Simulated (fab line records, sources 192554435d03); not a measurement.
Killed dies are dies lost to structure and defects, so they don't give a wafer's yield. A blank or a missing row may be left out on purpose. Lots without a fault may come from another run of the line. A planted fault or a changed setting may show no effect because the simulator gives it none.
Which tool did it? | flow n5_finfet | 12 lots, 36 wafers sampled, at 1 step of a route of 1938

WHAT THE GAUGES READ, wafer by wafer
N5_BEOL_M5_INSPECT_13: inspects for defects (brightfield).
lot  | measured     | on                | raw_defect_count
L075 | day 8 10:01  | defect_inspect-01 | 350 601 522
L077 | day 8 15:14  | defect_inspect-01 | 426 366 385
L079 | day 9 05:32  | defect_inspect-02 | 431 474 502
L081 | day 9 21:20  | defect_inspect-01 | 454 444 450
L083 | day 10 00:34 | defect_inspect-02 | 261 459 379
L084 | day 10 09:22 | defect_inspect-01 | 283 313 298
L089 | day 11 11:54 | defect_inspect-02 | 355 382 282
L088 | day 12 05:13 | defect_inspect-01 | 368 318 365
L090 | day 13 00:37 | defect_inspect-02 | 418 357 419
L093 | day 14 03:31 | defect_inspect-01 | 311 351 412
L096 | day 14 07:23 | defect_inspect-02 | 490 340 418
L095 | day 15 09:58 | defect_inspect-01 | 531 425 317

WHICH TOOL RAN EACH LOT (tool, then ch and the chambers of the sampled wafers, then the start)
The record holds no process step before these readings.

THE ANSWER, worked out from the rows above alone
Rule: what is usual is taken from the lots themselves. Put in order of their means at a reading, lots are off if they are a third of the lots or fewer, leave a main group of 4 or more, and stand apart from it by a gap of 3 or more times the standard deviation of the main group's means; of several such gaps the widest counts. A main group whose means are all the same, to the digits that the tables above print for the reading, isn't used. A lot without any number at a reading at which 4 lots or more have one is off too. The other lots that the step has rows for count as sound.
No lot is off at any reading shown: from this, nothing can be told.

WHAT THE SIMULATOR HAD PUT IN
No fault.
